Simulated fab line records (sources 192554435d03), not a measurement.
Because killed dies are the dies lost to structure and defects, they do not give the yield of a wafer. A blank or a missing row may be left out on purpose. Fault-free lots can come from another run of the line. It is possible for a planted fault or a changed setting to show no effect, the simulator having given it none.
fab line records	flow n5_finfet
record: lots: 9	wafers: 27	last_day: 18
route steps=1938 shown BEOL_M1@799 BEOL_M4@1111 PASSIVATION@1936
lots that met no fault: taken from a fault-free run of the same line
start_h: hours from the record's first day to the start of the lot's first wafer shown	wait_h: how many hours have passed since the lot's step before this one	" identical to the entry in the row above	L1.1+2: a row that stands for several wafers	- no value, or no start was given	* or withheld: withheld	< > ~ a bound
route shown NAME@n: NAME is a module with steps in the file, n the number in the route of the first one	usual: the fault-free wafers' mean and standard deviation	same: alike in all rows	chamber/n: place in a boat	sites: each site's reading	_std_site: the standard deviation of these	_edge_site: the outer-site mean with the inner-site mean subtracted	radius_mm: how far each site lies from the wafer's centre	mask NAME#n: copy n	behind: the tool/chamber that last shaped the wafer	hold: what put the lot on hold/how long, in hours/how the hold closed	device: transistor that didn't switch, given as n, p or np	end of line: at the end of the route, the tests of the same wafers	for a step that has no rows: nothing shown but its recipe	killed: count of dies lost to structure and defects at first sort (not the wafer's yield)	map: per-die view of a wafer (x killed, . not killed, _ where there is no die)
set.NAME: the run value of the setting; set.NAME@STEP: its run value at that earlier step	model.NAME: the simulator's own value behind a step, which no gauge read
steps of the route over a sample of lots; a table a step, a row a wafer
services: from which hour (start_h, from the record's first day; less than 0 if before it) a tool's chamber was out of use, for how many hours, and why
== steps ==
step: N5_BEOL_M1_STRIP_36
recipe: chemistry: N2/H2	power_w: 450	temp_c: 40	pressure_mtorr: 20	rf_frequency_hz: 6e+07	overash_fraction: 0.3	bias_power_w: 7	h2_frac: 0.5	n2_flow_sccm: 200	h2_flow_sccm: 200
usual: bias_power_w: 7.001/0.024	chamber_pressure_mTorr: 20.00/0.032	drypump_motor_current_A: 5.7/0.43	oes_product_au: 0.76/0.1	rf_vpp_V: 59.1/1.4	showerhead_plenum_p_Torr: 2.51/0.089	throttle_valve_pct: 23.5/0.33
lot.wafer	tool	chamber	start_h	wait_h	bias_power_w	chamber_pressure_mTorr	drypump_motor_current_A	oes_product_au	rf_hours_counter_h	rf_vpp_V	showerhead_plenum_p_Torr	throttle_valve_pct
L531.1	rie_diel-03	2	133.32	0.0	7.014	20.01	5.0	0.68	247	58.8	2.61	23.5
L531.3	"	0	"	"	6.976	20.00	6.0	0.69	224	59.9	2.50	23.2
L531.5	"	1	"	"	6.998	19.95	6.3	0.69	-	59.6	2.61	24.0
L540.1	rie_diel-04	1	202.39	0.0	6.997	19.99	5.7	0.76	146	56.5	2.33	23.3
L540.3	"	2	"	"	7.003	20.01	6.2	0.88	53	60.4	2.57	23.2
L540.4	"	3	"	"	7.037	20.02	5.2	0.69	210	56.8	2.41	23.3
L541.2	rie_diel-03	2	209.08	0.0	6.994	19.94	5.1	0.95	12	57.6	2.61	23.3
L541.4	"	0	"	"	7.027	19.95	6.0	0.67	246	58.7	2.49	23.2
L541.5	"	0	"	"	7.001	19.93	6.1	0.67	-	59.1	2.49	23.2
L542.1	rie_diel-04	3	225.52	0.0	7.011	19.99	5.2	0.68	216	56.9	2.41	23.3
L542.4	"	1	"	"	6.958	19.94	5.7	0.76	152	58.9	2.33	23.3
L542.5	"	2	"	"	7.034	20.05	6.2	0.85	-	61.2	2.57	23.2
L543.2	rie_diel-03	0	229.84	0.0	7.028	20.01	6.0	0.66	254	58.2	2.48	23.2
L543.5	"	2	"	"	7.015	20.03	5.0	0.92	-	58.9	2.60	23.3
L543.6	"	3	"	"	6.988	19.97	5.7	0.67	-	58.8	2.51	24.0
L544.1	rie_diel-03	3	232.29	0.0	7.029	19.99	5.7	0.67	254	59.3	2.51	24.0
L544.4	"	0	"	"	7.036	20.00	6.0	0.66	-	55.2	2.48	23.2
L544.6	"	3	"	"	7.016	20.05	5.7	0.66	-	59.0	2.51	23.9
L546.2	rie_diel-04	1	232.38	0.0	7.020	19.98	5.7	0.74	155	58.5	2.32	23.3
L546.5	"	1	"	"	7.011	20.03	5.7	0.75	-	60.5	2.32	23.3
L546.6	"	3	"	"	6.992	20.01	5.2	0.68	-	59.3	2.41	23.3
L548.1	rie_diel-03	1	245.59	0.0	6.988	19.98	6.3	0.94	5	57.1	2.60	23.9
L548.2	"	2	"	"	7.008	19.96	5.1	0.90	27	59.3	2.60	23.3
L548.6	"	1	"	"	6.990	20.06	6.3	0.94	-	61.1	2.60	23.9
L552.2	rie_diel-04	3	269.19	0.0	7.043	20.00	5.2	0.68	233	58.1	2.40	23.3
L552.3	"	1	"	"	7.024	20.00	5.7	0.73	169	60.0	2.32	23.3
L552.5	"	2	"	"	7.006	20.03	6.2	0.83	-	60.1	2.56	23.2
step: N5_BEOL_M1_HM_STRIP_39
recipe: chemistry: peroxide_tin_strip	material: TiN	target_depth_a: 250	temp_c: 50	time_s: 158
usual: bath_guard_temp_C: 50.0/0.49	bath_heat_duty_pct: 7.2/0.71
lot.wafer	tool	chamber	start_h	wait_h	bath_guard_temp_C	bath_heat_duty_pct
L531.1	wet_bench-04	1	133.55	0.0	50.1	6.7
L531.3	"	4	"	"	49.2	7.9
L531.5	"	5	"	"	50.7	7.1
L540.1	wet_bench-04	1	202.61	0.0	-	-
L540.3	"	0	"	"	-	-
L540.4	"	2	"	"	-	-
L541.2	wet_bench-03	2	209.31	0.0	-	-
L541.4	"	6	"	"	-	-
L541.5	"	7	"	"	-	-
L542.1	wet_bench-02	1	225.75	0.0	-	-
L542.4	"	2	"	"	-	-
L542.5	"	4	"	"	-	-
L543.2	wet_bench-04	6	230.07	0.0	50.6	6.6
L543.5	"	0	"	"	50.3	7.7
L543.6	"	2	"	"	49.9	6.6
L544.1	wet_bench-02	0	232.52	0.0	50.4	9.1
L544.4	"	4	"	"	49.5	6.9
L544.6	"	1	"	"	50.2	7.3
L546.2	wet_bench-03	1	232.61	0.0	50.3	7.0
L546.5	"	0	"	"	50.1	8.1
L546.6	"	5	"	"	49.4	6.6
L548.1	wet_bench-02	0	245.82	0.0	50.0	8.4
L548.2	"	5	"	"	49.5	7.8
L548.6	"	4	"	"	49.6	6.4
L552.2	wet_bench-04	0	269.42	0.0	50.1	7.1
L552.3	"	7	"	"	50.0	8.7
L552.5	"	6	"	"	50.4	6.6
step: N5_BEOL_M1_CD_MEAS_35
recipe: target_cd_nm: 18	target_cd_y_nm: 21	polarity: opening
usual: cd_nm: 18.1/0.37
lot.wafer	tool	chamber	start_h	wait_h	cd_nm
L531.1	cd_sem-03	-	133.68	0.0	18.1
L531.3	"	-	"	"	18.9
L531.5	"	-	"	"	18.4
L540.1	cd_sem-01	-	202.73	0.0	18.0
L540.3	"	-	"	"	18.4
L540.4	"	-	"	"	18.2
L541.2	cd_sem-01	-	209.44	0.0	17.6
L541.4	"	-	"	"	17.6
L541.5	"	-	"	"	18.2
L542.1	cd_sem-02	-	225.87	0.0	18.0
L542.4	"	-	"	"	18.1
L542.5	"	-	"	"	18.6
L543.2	cd_sem-02	-	230.20	0.0	17.4
L543.5	"	-	"	"	18.4
L543.6	"	-	"	"	17.3
L544.1	cd_sem-01	-	232.64	0.0	17.9
L544.4	"	-	"	"	18.4
L544.6	"	-	"	"	18.5
L546.2	cd_sem-02	-	232.74	0.0	18.0
L546.5	"	-	"	"	18.4
L546.6	"	-	"	"	18.4
L548.1	cd_sem-03	-	245.94	0.0	17.8
L548.2	"	-	"	"	17.9
L548.6	"	-	"	"	18.0
L552.2	cd_sem-02	-	269.54	0.0	17.9
L552.3	"	-	"	"	18.0
L552.5	"	-	"	"	18.0
step: N5_BEOL_M1_ANNEAL_49
recipe: temp_c: 400	time_s: 240	ambient: vacuum
usual: heater_power_w: 867/45
lot.wafer	tool	chamber	start_h	wait_h	heater_power_w
L531.1	pvd_sputter-03	-	135.38	0.0	835
L531.3	"	-	"	"	872
L531.5	"	-	"	"	868
L540.1	pvd_sputter-03	-	204.23	0.0	841
L540.3	"	-	"	"	881
L540.4	"	-	"	"	936
L541.2	pvd_sputter-02	-	210.62	0.0	891
L541.4	"	-	"	"	826
L541.5	"	-	"	"	880
L542.1	pvd_sputter-01	-	226.93	0.0	852
L542.4	"	-	"	"	838
L542.5	"	-	"	"	845
L543.2	pvd_sputter-02	-	230.94	0.0	883
L543.5	"	-	"	"	881
L543.6	"	-	"	"	867
L544.1	pvd_sputter-01	-	233.31	0.0	848
L544.4	"	-	"	"	819
L544.6	"	-	"	"	826
L546.2	pvd_sputter-03	-	233.57	0.0	948
L546.5	"	-	"	"	795
L546.6	"	-	"	"	899
L548.1	pvd_sputter-01	-	247.51	0.0	933
L548.2	"	-	"	"	822
L548.6	"	-	"	"	841
L552.2	pvd_sputter-03	-	270.57	0.0	893
L552.3	"	-	"	"	933
L552.5	"	-	"	"	919
step: N5_BEOL_M1_CMP_52
recipe: stop_on: SiOC	t_overpolish_s: 6.8	down_force_psi: 1	platen_rpm: 50	clearing_platen_down_force_psi: 1.5	clearing_platen_rpm: 50	post_cmp_clean: cu_alkaline	target_thk_nm: 40	clearing_platen_pad_velocity_m_s: 0.99484	pad_velocity_m_s: 0.99484
usual: barrier_field_endpoint_s: 24.3/0.64	head_pressure_psi: 1.0001/0.0021	motor_current_A: 6.0/0.56
lot.wafer	tool	chamber	start_h	wait_h	barrier_field_endpoint_s	head_pressure_psi	motor_current_A
L531.3	cmp-02	3	137.62	0.2	24.1	0.9993	6.0
L531.1	"	0	"	"	22.8	1.0010	5.7
L531.5	"	1	"	"	25.2	0.9987	6.6
L540.1	cmp-01	2	206.44	0.3	32.9	1.0008	5.6
L540.3	"	0	"	"	31.7	1.0001	5.7
L540.4	"	1	"	"	33.2	1.0037	5.5
L541.2	cmp-01	1	212.83	0.2	32.9	0.9971	5.8
L541.4	"	3	"	"	33.2	0.9981	7.2
L541.5	"	0	"	"	31.6	0.9986	5.4
L542.4	cmp-01	1	229.28	0.2	32.2	1.0040	5.2
L542.1	"	2	"	"	32.5	0.9975	5.9
L542.5	"	0	"	"	33.7	1.0015	5.5
L543.2	cmp-04	0	233.24	0.3	23.6	1.0030	6.4
L543.6	"	3	"	"	24.9	1.0023	5.8
L543.5	"	0	"	"	24.3	0.9988	6.5
L544.1	cmp-02	1	235.53	0.3	24.2	0.9971	6.4
L544.4	"	2	"	"	24.0	1.0036	5.7
L544.6	"	1	"	"	24.4	1.0015	6.4
L546.2	cmp-04	2	235.87	0.3	23.1	1.0005	5.3
L546.5	"	3	"	"	24.2	0.9961	5.9
L546.6	"	0	"	"	23.6	1.0062	6.3
L548.1	cmp-01	0	249.72	0.3	24.4	0.9989	5.4
L548.2	"	1	"	"	24.0	1.0012	5.7
L548.6	"	3	"	"	24.8	0.9996	7.1
L552.2	cmp-01	2	272.74	0.2	24.6	0.9976	5.8
L552.3	"	0	"	"	24.8	1.0000	5.4
L552.5	"	3	"	"	25.1	0.9968	7.4
step: N5_BEOL_M4_RC_MEAS_101
usual: DIBL_N: 36.5/1.4	DIBL_P: 36.6/1.9	IOFF_N: 0.167/0.029	IOFF_P: 0.21/0.033	ION_N: 674/12	ION_P: 460/8.9	SS_N: 71.6/0.57	SS_P: 73.4/0.61	VT_N: 249/3.3	VT_P: -250/3.3
lot.wafer	tool	chamber	start_h	wait_h	DIBL_N[mV/V]	DIBL_P[mV/V]	IOFF_N[nA/um]	IOFF_P[nA/um]	ION_N[uA/um]	ION_P[uA/um]	SS_N[mV/dec]	SS_P[mV/dec]	VT_N[mV]	VT_P[mV]
L531.1	prober-02	0	178.37	0.0	36.0	36.0	0.160	0.20	664	454	71.5	73.9	250	-252
L531.3	"	0	"	"	34.5	33.9	0.134	0.18	657	450	71.3	73.7	252	-256
L531.5	"	0	"	"	38.5	39.2	0.214	0.26	674	459	72.6	74.7	244	-247
L540.1	prober-01	0	233.39	0.0	37.6	37.8	0.174	0.24	669	461	71.9	73.7	250	-250
L540.3	"	0	"	"	36.9	38.0	0.172	0.26	694	477	71.3	73.5	248	-247
L540.4	"	0	"	"	36.2	36.3	0.153	0.22	684	468	71.9	73.2	249	-247
L541.2	prober-02	0	242.24	0.2	38.6	40.1	0.216	0.23	691	465	72.2	74.6	244	-252
L541.4	"	0	"	"	37.4	36.5	0.170	0.17	667	449	72.1	73.5	249	-255
L541.5	"	0	"	"	36.5	36.7	0.158	0.17	672	448	72.3	73.9	247	-255
L542.1	prober-02	0	261.62	0.4	36.3	35.4	0.172	0.21	667	456	71.7	74.1	248	-250
L542.4	"	0	"	"	36.7	35.9	0.179	0.22	674	460	71.3	74.2	249	-250
L542.5	"	0	"	"	35.4	33.3	0.136	0.17	656	450	71.5	72.9	255	-254
L543.2	prober-02	0	263.80	0.2	38.3	39.6	0.211	0.29	697	479	71.4	73.7	248	-245
L543.5	"	0	"	"	39.2	40.3	0.215	0.29	685	469	72.0	74.0	246	-244
L543.6	"	0	"	"	35.4	35.6	0.146	0.21	673	468	71.3	72.5	249	-250
L544.1	prober-01	0	265.74	0.0	37.8	38.8	0.196	0.22	677	460	71.7	73.6	245	-248
L544.4	"	0	"	"	36.9	37.7	0.180	0.21	685	464	71.3	73.5	247	-250
L544.6	"	0	"	"	35.8	36.3	0.148	0.19	670	461	71.3	73.9	249	-252
L546.2	prober-02	0	269.37	0.2	35.6	35.7	0.135	0.16	662	445	71.4	72.4	255	-255
L546.5	"	0	"	"	36.2	36.2	0.152	0.17	664	446	70.7	73.0	249	-255
L546.6	"	0	"	"	37.4	37.4	0.164	0.20	674	454	72.3	72.9	251	-255
L548.1	prober-02	0	286.76	0.0	35.4	35.2	0.142	0.17	675	463	71.0	72.1	249	-251
L548.2	"	0	"	"	36.2	34.6	0.146	0.16	669	446	71.2	73.0	252	-256
L548.6	"	0	"	"	35.8	35.9	0.151	0.18	684	466	71.3	73.0	252	-254
L552.2	prober-01	0	308.71	0.2	35.2	34.8	0.133	0.19	649	452	72.1	72.1	252	-252
L552.3	"	0	"	"	35.4	35.0	0.141	0.20	670	462	71.4	72.8	250	-251
L552.5	"	0	"	"	36.6	36.5	0.165	0.21	663	447	72.4	71.9	249	-251
step: N5_PASSIVATION_PROBE_49
usual: defect_limited_yield: 91.2/1.6	killed_at_M0_to_M3: 34/11	killed_at_M4_up: 14/5.7	killed_at_contacts: 14/6.6	killed_at_front_end: 37/10	killed_at_other: 4/3.2	killed_dies: 104/19	killed_open: 69/13	killed_short: 33/8.7	sort_bin_5_function: 5.1/1	sort_bin_6_memory: 3.3/0.76	sort_bin_8_speed: 0.00/0.016	sort_n_pass: 1076/19	sort_yield_pct: 91.2/1.6
same: gross_dies: 1180	killed_at_back_side: 0	sort_bin_4_leakage[%]: 0
lot.wafer	tool	chamber	start_h	wait_h	defect_limited_yield[%]	killed_at_M0_to_M3	killed_at_M4_up	killed_at_contacts	killed_at_front_end	killed_at_other	killed_dies	killed_open	killed_short	sort_bin_5_function[%]	sort_bin_6_memory[%]	sort_bin_8_speed[%]	sort_n_pass	sort_yield_pct[%]
L540.1	prober-01	-	331.48	0.0	90.7	67	9	13	16	5	110	50	21	5.2	3.9	0	1070	90.7
L540.3	prober-01	-	331.58	0.1	88.1	69	26	13	29	4	141	81	26	7.1	4.5	0	1039	88.1
L540.4	prober-01	-	331.63	0.2	87.6	72	21	22	25	6	146	75	30	7.7	4.4	0	1034	87.6
L541.2	prober-02	-	343.87	0.1	88.8	67	17	8	39	1	132	72	28	7.9	3.1	0	1048	88.8
L541.4	prober-02	-	343.97	0.2	89.7	71	17	5	26	3	122	63	19	6.1	4.2	0	1058	89.7
L541.5	prober-02	-	344.02	0.2	89.7	46	11	16	47	2	122	63	23	5.9	3.3	0	1058	89.7
L542.1	prober-02	-	360.52	0.0	89.8	57	9	7	46	1	120	65	27	5.9	3.9	0	1060	89.8
L542.4	prober-02	-	360.67	0.2	86.5	57	21	21	52	8	159	82	44	7.4	5.8	0	1021	86.5
L542.5	prober-02	-	360.72	0.2	87.3	60	21	20	42	7	150	76	35	8.1	4.4	0	1030	87.3
killed by level:class
L540.1 BEOL_M1:interface_void_opened=37 BEOL_M1:geometric_particle:open=10 MOL_CONTACT_COAG:geometric_particle:open=10 GATE_CUT:geometric_particle:short=6 BEOL_M0:geometric_particle:open=4 BEOL_M2:geometric_particle:open=4 BEOL_M3:geometric_particle:open=4 STI_FIN_REVEAL:geometric_particle:open=3
L540.3 BEOL_M1:interface_void_opened=31 BEOL_M4:geometric_particle:open=14 MOL_CONTACT_COAG:geometric_particle:open=11 DUMMY_GATE:geometric_particle:open=8 BEOL_M0_SAQP:geometric_particle:open=7 BEOL_M0_SAQP:geometric_particle:short=6 BEOL_M2:geometric_particle:open=6 BEOL_M3:geometric_particle:open=5
L540.4 BEOL_M1:interface_void_opened=38 MOL_CONTACT_COAG:geometric_particle:open=14 BEOL_M4:geometric_particle:open=10 BEOL_M1:geometric_particle:open=9 FIN_SAQP:geometric_particle:open=7 BEOL_M0_SAQP:geometric_particle:short=7 MOL_CONTACT_COAG:geometric_particle:short=6 BEOL_M0_SAQP:geometric_particle:open=5
L541.2 BEOL_M1:interface_void_opened=30 BEOL_M0_SAQP:geometric_particle:open=12 FIN_SAQP:geometric_particle:open=7 BEOL_M2:geometric_particle:open=7 ILD0:geometric_particle:open=6 MOL_CONTACT_COAG:geometric_particle:open=6 DUMMY_GATE:geometric_particle:open=5 FIN_SAQP:geometric_particle:short=4
L541.4 BEOL_M1:interface_void_opened=37 BEOL_M2:geometric_particle:open=13 BEOL_M4:geometric_particle:open=9 BEOL_M1:geometric_particle:open=7 DUMMY_GATE:geometric_particle:open=6 FIN_SAQP:geometric_particle:short=5 FIN_SAQP:geometric_particle:open=4 MOL_CONTACT_COAG:geometric_particle:open=4
L541.5 BEOL_M1:interface_void_opened=24 MOL_CONTACT_COAG:geometric_particle:open=13 DUMMY_GATE:geometric_particle:open=11 HKMG_FIN:area_etch=11 STI_FIN_REVEAL:geometric_particle:open=8 BEOL_M2:geometric_particle:open=7 BEOL_M1:geometric_particle:open=6 BEOL_M0_SAQP:geometric_particle:short=5
L542.1 BEOL_M1:interface_void_opened=28 STI_FIN_REVEAL:geometric_particle:open=12 FIN_SAQP:geometric_particle:short=9 BEOL_M2:geometric_particle:open=8 STARTING-WAFER:geometric_particle:open=7 MOL_CONTACT_COAG:geometric_particle:open=6 BEOL_M0_SAQP:geometric_particle:short=6 FIN_SAQP:geometric_particle:open=5
L542.4 BEOL_M1:interface_void_opened=32 STI_FIN_REVEAL:geometric_particle:open=15 MOL_CONTACT_COAG:geometric_particle:open=14 BEOL_M0_SAQP:geometric_particle:open=11 GATE_CUT:geometric_particle:short=7 MOL_CONTACT_COAG:geometric_particle:short=7 BEOL_M4:geometric_particle:open=7 GATE_CUT:geometric_particle:open=6
L542.5 BEOL_M1:interface_void_opened=39 MOL_CONTACT_COAG:geometric_particle:open=16 GATE_CUT:geometric_particle:short=11 STI_FIN_REVEAL:geometric_particle:open=10 BEOL_M2:geometric_particle:open=6 MOL_CONTACT_COAG:geometric_particle:short=4 GATE_CUT:geometric_particle:open=4 BEOL_M7:geometric_particle:open=4
== services ==
tool	chamber	start_h	hours	kind
cmp-04	-	111.77	0.6	repair
cmp-04	-	116.44	4.0	pm
cmp-04	-	124.14	4.6	pm
rie_diel-04	1	136.39	8.7	repair
rie_diel-03	2	142.38	-	clean
rie_diel-03	2	142.38	-	consumable_replace:focus_ring
rie_diel-03	2	142.38	20.4	scheduled_down
rie_diel-03	2	142.38	20.4	vent_cycle
cmp-01	-	179.60	0.8	repair
cmp-02	-	184.75	2.0	repair
cmp-04	-	190.60	2.6	repair
cmp-02	-	197.05	4.4	repair
cmp-01	-	197.94	6.9	pm
rie_diel-04	3	198.65	1.7	repair
rie_diel-03	1	213.86	-	clean
rie_diel-03	1	213.86	-	consumable_replace:focus_ring
rie_diel-03	1	213.86	20.2	scheduled_down
rie_diel-03	1	213.86	20.2	vent_cycle
rie_diel-03	0	234.11	-	clean
rie_diel-03	0	234.11	-	consumable_replace:focus_ring
rie_diel-04	-	237.68	2.8	pm
cmp-02	-	237.89	4.0	pm
wet_bench-03	-	239.50	1.6	repair
cmp-02	-	245.71	4.2	repair
== key ==
first_sign: step: N5_BEOL_M1_HM_STRIP_39	reading: tool_record	direction: missing
effect: step: N5_BEOL_M1_CMP_52	reading: barrier_field_endpoint_s	direction: up	sigmas: 13	usual: 24.3	struck: 32.6
effect: step: N5_PASSIVATION_PROBE_49	reading: killed_at_M0_to_M3	direction: up	sigmas: 2.6	usual: 34	struck: 63
met_at N5_BEOL_M1_HM_STRIP_39
struck_lots L540,L541,L542
baseline_loss: step: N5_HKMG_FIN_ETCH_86	wafers: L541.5
not_acting_at N5_BEOL_M1_STRIP_36,N5_BEOL_M1_CD_MEAS_35,N5_BEOL_M1_ANNEAL_49
onset_between 133.55 202.61
fault: kind: skipped_step_whole	tool: wet_bench-02,wet_bench-03,wet_bench-04	chamber: -	onset_h: 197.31	steps: N5_BEOL_M1_HM_STRIP_39	scope: struck_lots_only
baseline_loss: these wafers lose ten dies or more at that step, a loss of the line's own and not of a fault; the sort's usual values leave them out
